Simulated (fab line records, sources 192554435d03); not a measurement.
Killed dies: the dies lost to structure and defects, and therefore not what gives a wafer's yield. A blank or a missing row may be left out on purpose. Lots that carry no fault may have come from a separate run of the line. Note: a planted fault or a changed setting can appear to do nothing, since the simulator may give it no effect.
Lot-split experiment | flow n5Finfet | 7 lots, 39 wafers read, on a route of 1938 steps

== ON THE SPLIT ==
At N5_DUMMY_GATE_ETCH_31 (etches SiO2 in C4F6/O2, target depth 82.5 nm, time 27.5 s), the setting targetDepthA was moved away from the recipe's 825 angstrom on 15 of the 39 wafers read, by +6.9% to +11.7%. For the rest of the wafers, this setting stayed at what the recipe calls for.

The reading comes from the split's own step.

== THE READING ==
etch.depthNm (the simulator's own value, which no gauge read), in nm, at N5_DUMMY_GATE_ETCH_31 (etches SiO2 in C4F6/O2, target depth 82.5 nm, time 27.5 s). The file does not state a usual value for it. The 24 wafers here that ran the recipe average 82.95 nm, standard deviation 1.6 nm.

wafer  | tool, chamber at the split | targetDepthA as run, angstrom | against the recipe | etch.depthNm, nm | against lot-mates on the recipe
L074.1 | rieDiel-02, 1              | 825                           | recipe             | 82.58            | -
L074.2 | rieDiel-02, 0              | 825                           | recipe             | 81.78            | -
L074.3 | rieDiel-02, 2              | 825                           | recipe             | 79.93            | -
L074.4 | rieDiel-02, 3              | 886.5                         | +7.5%              | 87.48            | +6.05
L074.5 | rieDiel-02, 3              | 886.5                         | +7.5%              | 88.62            | +7.19
L074.6 | rieDiel-02, 2              | 886.5                         | +7.5%              | 85.37            | +3.94
L084.1 | rieDiel-01, 1              | 825                           | recipe             | 85.84            | -
L084.5 | rieDiel-01, 3              | 825                           | recipe             | 84.03            | -
L084.6 | rieDiel-01, 2              | 825                           | recipe             | 84.35            | -
L085.1 | rieDiel-01, 3              | 825                           | recipe             | 81.97            | -
L085.2 | rieDiel-01, 1              | 825                           | recipe             | 83.12            | -
L085.3 | rieDiel-01, 2              | 825                           | recipe             | 81.08            | -
L085.4 | rieDiel-01, 0              | 825                           | recipe             | 81.04            | -
L085.5 | rieDiel-01, 1              | 825                           | recipe             | 83.38            | -
L085.6 | rieDiel-01, 0              | 825                           | recipe             | 81.88            | -
L086.1 | rieDiel-01, 0              | 881.8                         | +6.9%              | 87.9             | +4.91
L086.2 | rieDiel-01, 1              | 881.8                         | +6.9%              | 90.07            | +7.08
L086.3 | rieDiel-01, 2              | 825                           | recipe             | 83.5             | -
L086.4 | rieDiel-01, 3              | 825                           | recipe             | 82.53            | -
L086.5 | rieDiel-01, 0              | 881.8                         | +6.9%              | 87.44            | +4.45
L086.6 | rieDiel-01, 3              | 825                           | recipe             | 82.93            | -
L087.1 | rieDiel-03, 1              | 825                           | recipe             | 81.52            | -
L087.2 | rieDiel-03, 2              | 901.8                         | +9.3%              | 90.12            | +5.88
L087.3 | rieDiel-03, 0              | 901.8                         | +9.3%              | 90.47            | +6.23
L087.4 | rieDiel-03, 3              | 825                           | recipe             | 85.67            | -
L087.5 | rieDiel-03, 0              | 901.8                         | +9.3%              | 89.32            | +5.08
L087.6 | rieDiel-03, 3              | 825                           | recipe             | 85.54            | -
L089.1 | rieDiel-03, 2              | 825                           | recipe             | 82.85            | -
L089.2 | rieDiel-03, 1              | 890                           | +7.9%              | 87.09            | +4.31
L089.3 | rieDiel-03, 3              | 825                           | recipe             | 84.83            | -
L089.4 | rieDiel-03, 0              | 890                           | +7.9%              | 88.04            | +5.26
L089.5 | rieDiel-03, 1              | 825                           | recipe             | 80.66            | -
L089.6 | rieDiel-03, 2              | 890                           | +7.9%              | 89.27            | +6.49
L095.1 | rieDiel-03, 2              | 921.2                         | +11.7%             | 91.63            | +8.39
L095.2 | rieDiel-03, 3              | 825                           | recipe             | 85.29            | -
L095.3 | rieDiel-03, 0              | 825                           | recipe             | 81.98            | -
L095.4 | rieDiel-03, 1              | 921.2                         | +11.7%             | 90.78            | +7.54
L095.5 | rieDiel-03, 2              | 825                           | recipe             | 82.45            | -
L095.6 | rieDiel-03, 1              | 921.2                         | +11.7%             | 91.27            | +8.03

FIT RESULTS
A straight line over all 39 wafers: etch.depthNm changes by +0.703 nm for each +1% of targetDepthA; r = +0.90; the points scatter about the line by 1.5 nm.
The same after taking each lot's own level away (the mean of its wafers on the recipe; 39 wafers): +0.69 nm for each +1%; r = +0.93; scatter 1.2 nm.
The reading moves by 8 nm for the largest change in targetDepthA, on that fit.
Measured against the standard deviation above, the lots' own levels, which go from 81.430 to 84.740 nm, span 2.0 times it.
Consequently the slope shifts little with the lot-to-lot level, the two slopes agreeing.
Check: for one of the wafers moved furthest among these (+11.7%), held out of the fit, the line's prediction against its lot-mates is +8.04 nm. It came out at +8.39 nm against them.

== ADDITIONAL SPLITS CARRIED BY THESE WAFERS ==
Other splits were also applied to these wafers ahead of the reading. Each is held against what the fit with the lots' levels taken away leaves over:
other split on the same wafers       | wafers away from the commonest value | r with etch.depthNm (lot level and that fit taken away)
N5_FIN_SAQP_SPACER1_ALD_24 aldCycles | 9                                    | +0.00
N5_DUMMY_GATE_EXPOSE_12 doseMj       | 12                                   | +0.33

== THE FILE'S OWN FIT ==
etch.depthNm changes by +0.694 nm for each +1% of targetDepthA, r = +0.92.
